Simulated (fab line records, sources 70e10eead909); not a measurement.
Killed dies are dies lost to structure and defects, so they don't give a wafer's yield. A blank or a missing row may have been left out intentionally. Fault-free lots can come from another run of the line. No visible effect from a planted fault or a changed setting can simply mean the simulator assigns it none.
A lot that was struck, set against a sound lot | flow nand-harc | 14 out of 1159 route steps
Sound: these wafers, L688.1, L688.4, L688.6. Wafers struck: L689.1, L689.4, L689.6. The cause is named last.
At each step with rows: each side's tool, then ch and its chambers, then its first start. Under that, the readings that differ: sound wafers | struck wafers | difference of the means | sigmas: that difference in standard deviations of wafers without a fault.
alike: same words and numbers on both sides, and readings whose means sit less than 2 such deviations apart. not compared: any withheld reading, any reading some wafer has no value for, any bound like >300 that may hide the same value, and any number with overlapping values for which the record gives no deviation.
The two part at a step that has a row with sigmas, a row that says differs or no value, or rows on one side only. When numbers do not overlap yet have no deviation, they are printed without sigmas and do not part them. A reading missing from all wafers of one side parts the sides only when that side holds two or more wafers.

first, 9 steps without rows for these wafers: NHARC_A_STAIRCASE_DEHYDRATE_176 (time 120 s); NHARC_A_STAIRCASE_HMDS_177 (time 30 s); NHARC_A_STAIRCASE_COAT_178; NHARC_A_STAIRCASE_SOFTBAKE_179 (time 170 s); NHARC_A_STAIRCASE_EBR_180; NHARC_A_STAIRCASE_EXPOSE_181 (exposes mask STAIR 2); NHARC_A_STAIRCASE_PEB_182 (peb time 130 s); NHARC_A_STAIRCASE_DEVELOP_183 (time 140 s); NHARC_A_STAIRCASE_HARDBAKE_185 (time 140 s).
NHARC_A_STAIRCASE_DESCUM_186: chemistry O2, time 3 s.
  sound on rie-diel-08 ch 0,1,2, day 12 12:25; struck on rie-diel-12 ch 0,3, day 13 05:28
  alike: drypump-motor-current-A, oes-product-au, rf-vpp-V, showerhead-plenum-p-Torr, throttle-valve-pct
  not compared: rf-hours-counter-h
NHARC_A_STAIRCASE_TRIM_187: chemistry O2, time 211.2 s.
  sound on rie-diel-08 ch 0,3, day 12 12:43; struck on rie-diel-12 ch 2,3, day 13 05:34
  alike: drypump-motor-current-A, oes-product-au, rf-vpp-V, showerhead-plenum-p-Torr, throttle-valve-pct
  not compared: rf-hours-counter-h
NHARC_A_STAIRCASE_ETCH_188: etches the open film in C4F8/O2, target depth 100 nm, time 40.5 s.
  sound on rie-diel-08 ch 2,3, day 12 12:52; struck on rie-diel-12 ch 1,2,3, day 13 05:42
  reading               | sound             | struck            | difference | sigmas
  oes-product-au (a.u.) | 0.920 0.926 0.925 | 1.166 1.181 1.164 | +0.247     | +18
  rf-fwd-power-W (W)    | 592.1 586.7 591.3 | 837.2 834.3 832.0 | +244.5     | +81
  alike: rf-vpp-V
  not compared: rf-hours-counter-h
NHARC_A_STAIRCASE_TRIM_189: chemistry O2, time 211.2 s.
  sound: rie-diel-08 ch 0,1,2; struck: rie-diel-12 ch 2,3
  alike: drypump-motor-current-A, oes-product-au, rf-vpp-V, showerhead-plenum-p-Torr, throttle-valve-pct
  not compared: rf-hours-counter-h
-- jump in the record: it breaks off in module A_STAIRCASE and resumes in module END (first step shown: number 1159 of the route), and 8 days separate the struck wafers' starts before and after --
NHARC_END_SORT_01:
  sound on prober-01 ch 0, day 21 05:08; struck on prober-01 ch 0, day 21 12:55
  reading             | sound    | struck                                                               | difference                   | sigmas
  hold                | - - -    | await-dispo/3.8h/scrap await-dispo/3.8h/scrap await-dispo/3.8h/scrap | no value on the sound wafers |
  killed-at-array     | 14 22 23 | 676 676 676                                                          | +656                         | +76
  killed-at-periphery | 11 8 6   | 1 0 0                                                                | -8                           | -3
  killed-dies         | 25 30 31 | 677 677 677                                                          | +648                         | +75
  alike: killed-at-other, killed-open, killed-short

== WHERE THEY PART ==
At NHARC_A_STAIRCASE_ETCH_188 first; at NHARC_END_SORT_01 last (within this record only).

WHY: whatever the simulator had introduced
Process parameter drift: rie-diel-12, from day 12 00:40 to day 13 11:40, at NHARC_A_STAIRCASE_ETCH_188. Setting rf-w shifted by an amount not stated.
